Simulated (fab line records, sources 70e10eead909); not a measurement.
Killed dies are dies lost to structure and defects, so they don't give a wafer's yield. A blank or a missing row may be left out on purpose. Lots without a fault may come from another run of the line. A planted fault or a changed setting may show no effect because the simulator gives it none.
fab line records | flow nand_harc
record lots=11 wafers=33 last_day=34
route steps=1302 shown A_SLIT@939 A_WL_FILL@957 END@1302
lots that met no fault: from a run of the same line without faults
start_h: hours from the record's first day to the start of the lot's first wafer shown | wait_h: hours since the lot's step before | " the same as in the row above | L1.1+2: a row that stands for several wafers | - no value, or no start given | * or withheld: withheld | < > ~ a bound
route shown NAME@n: a module of which the file shows steps, and the number in the route of the first | usual: mean/standard deviation of fault-free wafers | same: alike in all rows | chamber/n: place in a boat | sites: the reading at each site | _std_site: their standard deviation | _edge_site: outer sites' mean less inner sites' | radius_mm: how far each site lies from the wafer's centre | mask NAME#n: copy n | behind: the tool/chamber that last shaped the wafer | hold: why the lot was held/for how many hours/how that ended | device: the transistor (n, p or np) that didn't switch | end of line: the same wafers' tests at the end of the route | a step without rows: its recipe alone | killed: dies lost to structure and defects at the first sort, not the wafer's yield | map: a wafer's dies, x killed, . not, _ none there
set.NAME: the setting as run; set.NAME@STEP: as run at that earlier step | model.NAME: the simulator's own value behind a step, which no gauge read
steps of the route over a sample of lots; a table a step, a row a wafer
services: from which hour (start_h, from the record's first day; less than 0 if before it) a tool's chamber was out of use, for how many hours, and why
## steps
# step NHARC_A_SLIT_ETCH_17
# recipe bias_v=900 source_w=withheld pressure_mtorr=20 ar_flow_sccm=375 c4f8_flow_sccm=83.3 o2_flow_sccm=41.7 time_s=4254.5 target_depth_a=2.03e+05 chemistry=C4F8/O2/Ar
# usual chamber_pressure_mTorr=20.000/0.017 drypump_motor_current_A=5.5/0.43 showerhead_plenum_p_Torr=3.72/0.15 throttle_valve_pct=32.045/0.0088
# same time_s=4254.5
# columns lot.wafer tool chamber start_h wait_h chamber_pressure_mTorr drypump_motor_current_A rf_hours_counter_h showerhead_plenum_p_Torr throttle_valve_pct
L481.2 har_etch-01 0 444.63 - 19.989 5.6 230 3.59 32.036
L481.1 " 1 " " 20.014 5.2 230 3.66 32.055
L481.3 " 0 " " 19.992 5.6 - 3.59 32.057
L482.2 har_etch-01 1 468.89 - 19.996 5.2 245 3.65 32.046
L482.3 " 0 470.70 - 20.014 5.7 - 3.59 32.047
L482.6 " 0 471.91 - 19.968 5.7 - 3.59 32.042
L486.1 har_etch-02 1 484.72 - 20.006 6.1 50 3.91 32.046
L486.5 " 0 486.56 - 19.999 4.9 - 3.91 32.056
L486.6 " 1 " " 20.034 6.1 - 3.91 32.047
L484.3 har_etch-01 0 486.04 - 19.988 5.6 - 3.58 32.041
L484.4 " 1 " " 20.007 5.2 - 3.64 32.060
L484.5 " 0 " " 20.003 5.6 - 3.58 32.023
L493.1 har_etch-01 0 558.16 - 19.995 5.6 299 3.56 32.036
L493.4 " 0 559.36 - 20.001 5.6 - 3.56 32.035
L493.5 " 0 560.57 - 20.017 5.7 - 3.56 32.052
L492.2 har_etch-01 0 571.24 - 19.985 5.7 307 3.55 32.043
L492.4 " 0 572.44 - 19.963 5.7 - 3.55 32.041
L492.5 " 1 574.25 - 20.009 5.2 - 3.62 32.045
L498.2 har_etch-01 0 605.03 - 19.987 5.6 326 3.54 32.040
L498.1 " 1 " " 19.988 5.2 326 3.61 32.052
L498.6 " 0 607.46 - 20.008 5.6 - 3.54 32.037
L496.1 har_etch-02 1 608.36 - 20.019 6.1 123 3.87 32.061
L496.3 " 0 " " 19.997 4.9 - 3.87 32.053
L496.5 " 0 610.20 - 20.013 4.9 - 3.87 32.044
L501.1 har_etch-02 0 651.66 - 20.015 4.9 146 3.86 32.050
L501.4 " 1 " " 19.995 6.1 - 3.86 32.044
L501.3 " 0 " " 20.013 4.9 - 3.86 32.046
L502.2 har_etch-01 0 653.44 - 19.992 5.7 352 3.53 32.039
L502.3 " 0 654.63 - 20.021 5.6 - 3.53 32.035
L502.6 " 0 655.82 - 19.991 5.6 - 3.53 32.065
L504.2 har_etch-01 1 700.82 - 20.001 5.2 379 3.58 32.057
L504.1 " 0 " " 19.995 5.7 379 3.52 32.058
L504.4 " 1 " " 19.996 5.2 - 3.58 32.026
# step NHARC_A_WL_FILL_ETCHBACK_04
# recipe target_depth_a=600 time_s=120 chemistry=NF3
# usual chamber_pressure_mTorr=299.98/0.26 drypump_motor_current_A=5.4/0.52 oes_product_au=0.998/0.0095 run_length_s=141.3/0.5
# columns lot.wafer tool chamber start_h wait_h chamber_pressure_mTorr drypump_motor_current_A oes_product_au rf_hours_counter_h run_length_s
L481.1 rie_metal-01 0 457.70 0.3 299.92 5.0 1.005 1.0 141.0
L481.2 " 1 " " 299.77 5.0 1.004 1.0 141.3
L481.3 " 0 " " 299.46 5.0 1.011 - 141.0
L482.2 rie_metal-01 1 480.70 0.3 300.11 5.0 1.004 1.2 141.5
L482.3 " 0 " " 299.99 5.0 1.000 - 141.3
L482.6 " 0 " " 300.03 5.0 1.006 - 140.9
L484.3 rie_metal-01 1 498.31 0.3 300.01 5.0 0.998 - 141.7
L484.4 " 0 " " 299.52 5.0 1.009 - 141.4
L484.5 " 1 " " 300.28 5.0 1.004 - 141.3
L486.1 rie_metal-03 0 498.46 0.4 300.51 6.0 1.023 2.3 140.7
L486.5 " 1 " " 300.44 5.5 1.005 - 141.0
L486.6 " 0 " " 300.43 6.0 1.008 - 140.5
L493.1 rie_metal-03 1 571.37 0.3 300.09 5.5 0.995 0.6 116.3
L493.4 " 0 " " 299.73 6.0 1.011 - 115.6
L493.5 " 0 " " 299.89 6.0 1.002 - 141.0
L492.2 rie_metal-03 1 583.06 0.3 299.79 5.5 0.989 1.0 116.1
L492.4 " 0 " " 300.33 6.0 1.005 - 115.6
L492.5 " 1 " " 300.10 5.5 0.987 - 141.3
L498.1 rie_metal-02 1 617.17 0.3 299.70 4.8 0.989 2.6 141.7
L498.2 " 0 " " 300.13 6.2 0.990 2.6 141.6
L498.6 " 0 " " 300.06 6.2 0.987 - 141.7
L496.1 rie_metal-01 0 620.99 0.3 300.42 5.0 1.014 0.1 141.4
L496.3 " 1 " " 300.17 5.0 0.998 - 141.6
L496.5 " 0 " " 300.33 5.0 1.015 - 141.3
L501.1 rie_metal-02 0 662.77 0.3 300.32 6.2 1.002 0.2 142.1
L501.3 " 0 " " 299.59 6.2 1.004 - 142.0
L501.4 " 1 " " 300.20 4.8 0.987 - 141.6
L502.2 rie_metal-03 0 666.37 0.3 299.88 6.1 0.995 2.1 140.4
L502.3 " 0 " " 299.92 6.0 0.998 - 140.8
L502.6 " 1 " " 300.35 5.5 0.994 - 141.2
L504.2 rie_metal-03 1 713.95 0.3 299.88 5.5 1.004 0.5 141.0
L504.1 " 0 " " 300.16 6.0 1.009 0.5 140.5
L504.4 " 1 " " 300.15 5.5 0.994 - 141.1
# step NHARC_A_WL_FILL_ETCHBACK_05
# recipe target_depth_a=220 time_s=60 temp_c=40 chemistry=Cl2/BCl3
# usual chamber_pressure_mTorr=10.001/0.0095 drypump_motor_current_A=5.4/0.52 oes_product_au=1.000/0.0096 run_length_s=81.3/0.49
# same time_s=60
# columns lot.wafer tool chamber start_h wait_h chamber_pressure_mTorr drypump_motor_current_A oes_product_au rf_hours_counter_h run_length_s
L481.1 rie_metal-01 0 457.94 0.2 9.993 5.0 1.005 1.1 80.8
L481.2 " 1 " " 10.003 5.0 0.993 1.1 81.8
L481.3 " 1 " " 9.990 5.0 1.006 - 81.7
L482.2 rie_metal-01 0 480.95 0.2 10.002 5.0 1.024 1.4 80.9
L482.3 " 0 " " 10.007 5.0 1.001 - 80.8
L482.6 " 0 " " 9.997 5.0 1.003 - 80.9
L484.4 rie_metal-01 1 498.51 0.1 9.993 5.0 0.991 - 81.3
L484.3 " 0 " " 10.000 5.0 0.995 - 81.1
L484.5 " 1 " " 10.015 5.0 1.008 - 81.3
L486.1 rie_metal-03 1 498.67 0.2 10.006 5.5 1.006 2.4 81.2
L486.6 " 1 " " 10.009 5.5 0.999 - 80.9
L486.5 " 0 " " 10.006 6.0 1.014 - 80.8
L493.1 rie_metal-03 0 571.59 0.2 9.987 6.0 1.015 0.7 80.4
L493.4 " 1 " " 9.992 5.5 1.001 - 80.8
L493.5 " 1 " " 9.993 5.5 1.007 - 80.8
L492.2 rie_metal-03 0 583.28 0.2 10.011 6.0 1.004 1.2 80.6
L492.4 " 1 " " 9.997 5.5 0.982 - 81.1
L492.5 " 1 " " 10.005 5.5 0.996 - 81.0
L498.2 rie_metal-02 0 617.41 0.2 9.998 6.1 0.988 2.7 82.3
L498.1 " 1 " " 10.021 4.8 1.000 2.7 82.0
L498.6 " 1 " " 10.010 4.8 0.997 - 81.9
L496.1 rie_metal-01 1 621.24 0.2 9.995 5.0 1.006 0.3 81.4
L496.3 " 0 " " 10.008 5.0 1.015 - 81.0
L496.5 " 0 " " 9.994 5.0 1.014 - 81.2
L501.1 rie_metal-02 1 663.02 0.2 9.995 4.8 0.996 0.4 81.7
L501.4 " 1 " " 9.991 4.9 0.996 - 81.7
L501.3 " 0 " " 9.999 6.2 1.001 - 81.7
L502.2 rie_metal-03 1 666.70 0.3 9.995 5.5 0.999 2.1 81.0
L502.3 " 1 " " 9.995 5.5 0.982 - 81.4
L502.6 " 1 " " 9.991 5.5 0.999 - 81.0
L504.2 rie_metal-03 0 714.34 0.3 9.998 6.0 1.015 0.6 80.8
L504.1 " 1 " " 10.004 5.5 1.007 0.6 81.0
L504.4 " 1 " " 9.998 5.5 1.010 - 81.0
# step NHARC_A_WL_FILL_STRIP_29
# recipe time_s=20 o2_flow_sccm=500 ar_flow_sccm=0 bias_w=0 chemistry=O2
# usual chamber_pressure_mTorr=60.00/0.06 drypump_motor_current_A=5.6/0.48 oes_product_au=0.999/0.0078 rf_vpp_V=57.9/0.91 showerhead_plenum_p_Torr=3.57/0.17 throttle_valve_pct=17.036/0.0092
# same time_s=20
# columns lot.wafer tool chamber start_h wait_h chamber_pressure_mTorr drypump_motor_current_A oes_product_au rf_hours_counter_h rf_vpp_V showerhead_plenum_p_Torr throttle_valve_pct
L481.2 rie_diel-06 3 467.88 0.1 59.95 6.0 0.987 8.9 58.1 3.53 17.046
L481.3 " 0 " " 60.03 5.8 0.993 8.4 56.9 3.69 17.032
L481.1 " 2 " " 60.07 5.9 0.990 8.3 57.4 3.54 17.050
L482.3 rie_diel-12 3 490.75 0.1 60.03 5.5 0.992 1.7 57.2 3.35 17.037
L482.2 " 1 " " 59.95 6.5 1.009 1.3 57.5 3.68 17.021
L482.6 " 2 " " 60.08 5.9 0.999 - 58.8 3.58 17.044
L484.4 rie_diel-12 0 510.97 0.1 59.96 6.1 0.984 2.0 58.6 3.76 17.042
L484.3 " 1 " " 59.96 6.6 1.007 1.6 58.8 3.68 17.036
L484.5 " 3 " " 59.99 5.5 1.000 - 57.6 3.35 17.029
L486.1 rie_diel-12 2 512.14 0.1 59.94 5.8 0.990 2.0 56.7 3.58 17.026
L486.6 " 1 " " 60.09 6.6 1.007 - 59.0 3.68 17.041
L486.5 " 2 " " 60.08 5.8 1.008 - 59.6 3.58 17.031
L493.1 rie_diel-12 0 584.50 0.1 60.00 6.1 0.993 5.0 57.8 3.76 17.032
L493.4 " 1 " " 59.98 6.5 0.994 4.7 58.7 3.68 17.056
L493.5 " 2 " " 59.89 5.8 0.995 - 58.4 3.58 17.033
L492.4 rie_diel-02 1 593.02 0.1 59.99 5.7 0.994 0.2 56.4 3.32 17.033
L492.2 " 2 " " 59.97 4.8 1.007 0.2 59.0 3.79 17.030
L492.5 " 1 " " 60.02 5.7 1.004 - 56.2 3.32 17.043
L498.1 rie_diel-02 2 627.89 0.1 60.04 4.8 1.017 0.8 58.2 3.79 17.041
L498.2 " 1 " " 60.02 5.7 1.007 0.7 56.3 3.32 17.027
L498.6 " 3 " " 59.98 5.4 0.999 - 56.4 3.72 17.056
L496.1 rie_diel-12 1 632.68 0.3 59.98 6.5 1.006 0.3 57.1 3.68 17.036
L496.3 " 3 " " 60.01 5.5 0.993 0.3 56.7 3.35 17.038
L496.5 " 0 " " 60.03 6.1 1.005 - 58.3 3.76 17.026
L501.1 rie_diel-02 0 672.75 0.1 59.99 4.8 0.999 2.5 57.2 3.30 17.042
L501.4 " 1 " " 60.02 5.7 1.003 2.5 57.0 3.32 17.029
L501.3 " 3 " " 60.01 5.4 1.003 2.4 59.5 3.72 17.041
L502.2 rie_diel-06 3 678.44 0.1 60.06 5.9 0.994 0.5 58.8 3.52 17.027
L502.3 " 0 " " 59.97 5.7 1.003 0.6 59.4 3.68 17.032
L502.6 " 2 " " 59.96 5.9 0.995 - 58.2 3.53 17.037
L504.2 rie_diel-06 3 724.23 0.1 59.95 6.0 0.998 2.9 57.6 3.52 17.024
L504.4 " 0 " " 60.06 5.7 1.006 3.0 58.2 3.68 17.024
L504.1 " 1 " " 60.01 6.0 1.001 2.7 58.0 3.66 17.037
# step NHARC_END_SORT_01
# recipe temp_c=25
# usual killed_at_array=63/18 killed_at_other=1.1/1.3 killed_at_periphery=4.3/2.8 killed_dies=68/18 killed_open=3.3/2 killed_short=2.4/1.6
# same gross_dies=677
# columns lot.wafer tool chamber start_h wait_h killed_at_array killed_at_other killed_at_periphery killed_dies killed_open killed_short
L484.3 prober-01 0 593.89 3.1 81 0 7 88 3 0
L484.4 prober-01 0 594.68 3.4 69 0 8 77 4 3
L484.5 prober-01 0 595.47 3.7 76 1 5 82 4 0
L493.1 prober-02 0 736.86 2.5 52 1 8 61 6 2
L493.4 prober-02 0 739.29 3.4 66 0 3 69 3 3
L493.5 prober-02 0 740.10 3.7 60 0 4 64 6 1
L492.2 prober-01 0 745.36 2.8 72 1 6 79 2 1
L492.4 prober-01 0 746.95 3.4 83 1 11 95 2 2
L492.5 prober-01 0 747.75 3.7 73 1 1 75 4 5
L496.1 prober-01 0 768.13 2.5 40 0 3 43 2 1
L496.3 prober-01 0 769.72 3.1 41 2 0 43 3 1
L496.5 prober-01 0 771.31 3.7 44 1 2 47 3 4
L501.1 prober-02 0 782.14 2.5 44 1 5 50 2 0
L501.3 prober-02 0 783.73 3.1 43 1 2 46 1 5
L501.4 prober-02 0 784.53 3.4 49 0 4 53 4 3
L502.2 prober-01 0 784.41 2.8 78 2 8 88 4 3
L502.3 prober-01 0 785.19 3.1 64 1 14 79 5 5
L502.6 prober-01 0 787.55 3.9 75 0 12 87 7 6
# killed by level:class
L484.3 A_CHANNEL_HOLE_D1:chamber_film_flake=32 A_SLIT:chamber_film_flake=30 A_CHANNEL_HOLE_D2:chamber_film_flake=7 A_STAIRCASE:chamber_film_flake=6 P_GATE:chamber_film_flake=3 A_CONTACT:chamber_film_flake=3 P_ZERO_WELL:chamber_film_flake=2 P_GATE:geometric_particle:open=1
L484.4 A_CHANNEL_HOLE_D1:chamber_film_flake=35 A_SLIT:chamber_film_flake=12 A_STAIRCASE:chamber_film_flake=7 A_CHANNEL_HOLE_D2:chamber_film_flake=6 P_GATE:chamber_film_flake=3 A_DECK1_JOINT:geometric_particle:short=2 P_ZERO_WELL:chamber_film_flake=2 A_CHANNEL_FILL_D1:chamber_film_flake=2
L484.5 A_CHANNEL_HOLE_D1:chamber_film_flake=36 A_SLIT:chamber_film_flake=25 A_CHANNEL_HOLE_D2:chamber_film_flake=6 A_STAIRCASE:chamber_film_flake=3 A_CONTACT:chamber_film_flake=3 A_BLC:geometric_particle:open=2 P_GATE:chamber_film_flake=2 P_M0:geometric_particle:open=1
L493.1 A_SLIT:chamber_film_flake=26 A_CHANNEL_HOLE_D2:chamber_film_flake=10 A_CONTACT:chamber_film_flake=7 P_M1:geometric_particle:open=2 P_CONTACT:chamber_film_flake=2 A_CHANNEL_HOLE_D1:chamber_film_flake=2 P_CONTACT:geometric_particle:open=1 A_ONON_D2:geometric_particle:short=1
L493.4 A_SLIT:chamber_film_flake=34 A_CONTACT:chamber_film_flake=8 A_CHANNEL_HOLE_D2:chamber_film_flake=7 A_CHANNEL_HOLE_D1:chamber_film_flake=6 A_STAIRCASE:chamber_film_flake=3 A_WL_FILL:chamber_film_flake=3 P_CONTACT:geometric_particle:short=1 A_ONON_D1:geometric_particle:open=1
L493.5 A_SLIT:chamber_film_flake=29 A_CHANNEL_HOLE_D2:chamber_film_flake=13 A_CONTACT:chamber_film_flake=9 A_CHANNEL_HOLE_D1:chamber_film_flake=3 P_CONTACT:geometric_particle:open=2 P_GATE:geometric_particle:open=1 P_M2:geometric_particle:open=1 A_CHANNEL_HOLE_D2:geometric_particle:open=1
L492.2 A_CHANNEL_HOLE_D1:chamber_film_flake=33 A_SLIT:chamber_film_flake=29 P_GATE:chamber_film_flake=5 A_STAIRCASE:chamber_film_flake=3 A_M0:geometric_particle:open=2 A_CONTACT:chamber_film_flake=2 A_CHANNEL_FILL_D2:geometric_particle:short=1 P_STI:chamber_film_flake=1
L492.4 A_SLIT:chamber_film_flake=32 A_CHANNEL_HOLE_D1:chamber_film_flake=30 P_GATE:chamber_film_flake=8 A_CONTACT:chamber_film_flake=8 A_WL_FILL:chamber_film_flake=4 A_STAIRCASE:chamber_film_flake=3 A_CHANNEL_FILL_D1:geometric_particle:open=1 A_STAIRCASE:geometric_particle:short=1
L492.5 A_CHANNEL_HOLE_D1:chamber_film_flake=31 A_SLIT:chamber_film_flake=23 A_CONTACT:chamber_film_flake=5 A_WL_FILL:chamber_film_flake=3 A_STAIRCASE:chamber_film_flake=2 P_M0:geometric_particle:short=1 A_ONON_D1:geometric_particle:open=1 A_CHANNEL_HOLE_D1:geometric_particle:short=1
L496.1 A_CHANNEL_HOLE_D2:chamber_film_flake=22 A_CONTACT:chamber_film_flake=6 A_CHANNEL_HOLE_D1:chamber_film_flake=5 A_SLIT:chamber_film_flake=3 A_STAIRCASE:chamber_film_flake=2 P_M0:geometric_particle:short=1 A_CHANNEL_FILL_D2:geometric_particle:open=1 A_SGD_CUT:geometric_particle:open=1
L496.3 A_CHANNEL_HOLE_D2:chamber_film_flake=21 A_CHANNEL_HOLE_D1:chamber_film_flake=6 A_SLIT:chamber_film_flake=5 A_ZERO_WELL:chamber_film_flake=3 A_CHANNEL_FILL_D1:geometric_particle:open=1 A_CHANNEL_FILL_D1:geometric_particle:short=1 A_CHANNEL_FILL_D2:geometric_particle:open=1 STARTING-WAFER:geometric_particle:open=1
L496.5 A_CHANNEL_HOLE_D2:chamber_film_flake=16 A_CHANNEL_HOLE_D1:chamber_film_flake=11 A_SLIT:chamber_film_flake=4 A_WL_FILL:chamber_film_flake=4 A_CONTACT:chamber_film_flake=2 P_CONTACT:geometric_particle:short=1 P_CONTACT:geometric_particle:open=1 A_SOURCE_PLATE:geometric_particle:short=1
L501.1 A_CHANNEL_HOLE_D2:chamber_film_flake=23 A_CHANNEL_HOLE_D1:chamber_film_flake=8 A_SLIT:chamber_film_flake=7 P_GATE:chamber_film_flake=2 A_CHANNEL_FILL_D1:chamber_film_flake=2 A_CONTACT:chamber_film_flake=2 P_GATE:geometric_particle:open=1 A_BLC:geometric_particle:open=1
L501.3 A_CHANNEL_HOLE_D2:chamber_film_flake=23 A_CHANNEL_HOLE_D1:chamber_film_flake=8 A_SLIT:chamber_film_flake=5 A_WL_FILL:geometric_particle:short=2 P_GATE:chamber_film_flake=2 A_CHANNEL_HOLE_D1:geometric_particle:short=1 A_CHANNEL_FILL_D2:geometric_particle:short=1 A_CHANNEL_FILL_D2:geometric_particle:open=1
L502.2 A_SLIT:chamber_film_flake=40 A_CHANNEL_HOLE_D1:chamber_film_flake=14 A_CONTACT:chamber_film_flake=13 P_CONTACT:chamber_film_flake=3 P_M1:chamber_film_flake=3 A_DECK1_JOINT:chamber_film_flake=3 A_M0:geometric_particle:open=2 HYBRID_BOND:chamber_film_flake=2
L501.4 A_CHANNEL_HOLE_D2:chamber_film_flake=18 A_SLIT:chamber_film_flake=8 A_CHANNEL_HOLE_D1:chamber_film_flake=6 A_CONTACT:chamber_film_flake=4 A_STAIRCASE:chamber_film_flake=3 P_GATE:chamber_film_flake=2 P_CONTACT:chamber_film_flake=2 A_CHANNEL_FILL_D1:chamber_film_flake=2
L502.3 A_SLIT:chamber_film_flake=33 A_CONTACT:chamber_film_flake=9 A_CHANNEL_HOLE_D1:chamber_film_flake=8 P_CONTACT:chamber_film_flake=5 P_M1:chamber_film_flake=4 A_WL_FILL:geometric_particle:short=2 P_GATE:chamber_film_flake=2 A_DECK1_JOINT:chamber_film_flake=2
L502.6 A_SLIT:chamber_film_flake=41 A_CHANNEL_HOLE_D1:chamber_film_flake=13 P_CONTACT:chamber_film_flake=4 P_M1:chamber_film_flake=4 A_CHANNEL_HOLE_D2:chamber_film_flake=4 A_CONTACT:chamber_film_flake=4 A_WL_FILL:geometric_particle:short=2 A_M0:geometric_particle:open=2
## services
# columns tool chamber start_h hours kind
rie_diel-12 1 436.61 1.8 repair
rie_diel-02 0 437.14 7.1 repair
rie_diel-12 - 445.40 9.0 pm
rie_metal-02 - 454.03 9.0 pm
rie_diel-06 - 484.23 9.0 pm
rie_metal-03 - 519.00 9.0 pm
rie_metal-03 0 519.00 9.0 vent_cycle
rie_metal-03 1 519.00 9.0 vent_cycle
rie_diel-12 0 521.91 13.5 repair
rie_diel-06 2 527.24 12.1 repair
rie_metal-01 - 531.94 1.6 repair
rie_diel-12 3 534.97 7.7 repair
rie_diel-02 2 555.16 1.3 repair
rie_diel-02 - 570.72 9.0 pm
rie_metal-01 - 575.00 9.0 pm
rie_diel-06 1 580.33 12.8 repair
rie_diel-06 0 614.95 14.8 repair
rie_diel-06 1 616.95 4.2 repair
rie_diel-12 - 622.40 9.0 pm
rie_metal-02 1 629.82 4.7 repair
rie_metal-02 - 631.03 9.0 pm
rie_metal-03 1 631.93 1.5 repair
rie_diel-06 - 661.23 9.0 pm
rie_metal-03 - 696.00 9.0 pm
## key
first_sign step=NHARC_A_WL_FILL_ETCHBACK_04 reading=run_length_s direction=down sigmas=51 usual=* struck=*
effect none on later readings
met_at NHARC_A_WL_FILL_ETCHBACK_04
struck_lots L492,L493
struck_wafers L492.2,L492.4,L493.1,L493.4
tester_left_out L492,L493
not_acting_at NHARC_A_SLIT_ETCH_17,NHARC_A_WL_FILL_ETCHBACK_05,NHARC_A_WL_FILL_STRIP_29
onset_between 498.46 571.37
fault kind=process_parameter_drift tool=rie_metal-03 chamber=- onset_h=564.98 steps=NHARC_A_WL_FILL_ETCHBACK_04 channel=time_s offset=* shape=step end_h=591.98 scope=struck_wafers_only acts_in=* stated=*
# tester_left_out: of these lots the tester's yield and bins aren't shown, on N5 and GAA mostly nor the transistor test; their killed dies are dies lost to structure and defects alone, not to doping, threshold or leakage, so they don't give the yield
